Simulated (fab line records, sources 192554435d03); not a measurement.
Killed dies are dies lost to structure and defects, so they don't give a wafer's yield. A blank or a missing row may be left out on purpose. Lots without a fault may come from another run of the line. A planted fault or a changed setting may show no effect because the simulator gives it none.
Chamber matching | flow n5_finfet | N5_BEOL_M0_SAQP_STRIP_86 on rie_diel-03: 4 sister chambers
The step strips in N2/H2. 8 wafers are shown with their chamber, then 9 later ones without.

WAFERS WITH THEIR CHAMBER
wafer  | chamber | showerhead_plenum_p_Torr (Torr) | throttle_valve_pct (%)
L080.1 | 0       | 3.33                            | 18.3
L080.6 | 0       | 3.33                            | 18.4
L083.1 | 2       | 3.35                            | 19.4
L088.2 | 1       | 3.10                            | 18.4
L088.5 | 3       | 3.32                            | 19.3
L089.1 | 1       | 3.09                            | 18.4
L089.2 | 2       | 3.35                            | 19.4
L089.5 | 3       | 3.32                            | 19.3

WAFERS WITHOUT THEIR CHAMBER
wafer  | showerhead_plenum_p_Torr (Torr) | throttle_valve_pct (%)
L090.1 | 3.32                            | 18.3
L090.4 | 3.35                            | 19.4
L090.5 | 3.32                            | 19.3
L093.3 | 3.34                            | 19.4
L093.5 | 3.09                            | 18.4
L093.6 | 3.32                            | 18.4
L096.1 | 3.09                            | 18.4
L096.2 | 3.34                            | 19.4
L096.3 | 3.32                            | 18.4

WHICH CHAMBER EACH WENT THROUGH
wafer  | from the rows above | in truth
L090.1 | 0                   | 0
L090.4 | 2                   | 2
L090.5 | 3                   | 3
L093.3 | 2                   | 2
L093.5 | 1                   | 1
L093.6 | 0                   | 0
L096.1 | 1                   | 1
L096.2 | 2                   | 2
L096.3 | 0                   | 0
Placed correctly: 9 of 9. Can't be placed from these rows: 0. Placed wrongly: 0.
How it was worked out, from the rows above alone: a wafer's distance from a chamber is the root of the sum, over the readings, of the square of ((its reading less the chamber's mean) divided by the reading's scatter). The wafer belongs to the nearest chamber; if the next one is less than 2 further off, it can't be placed. A chamber's mean is the mean of its shown wafers. The scatter: the root of (the sum of the squares of (reading less its chamber's mean) over the shown wafers, divided by (wafers less chambers)).
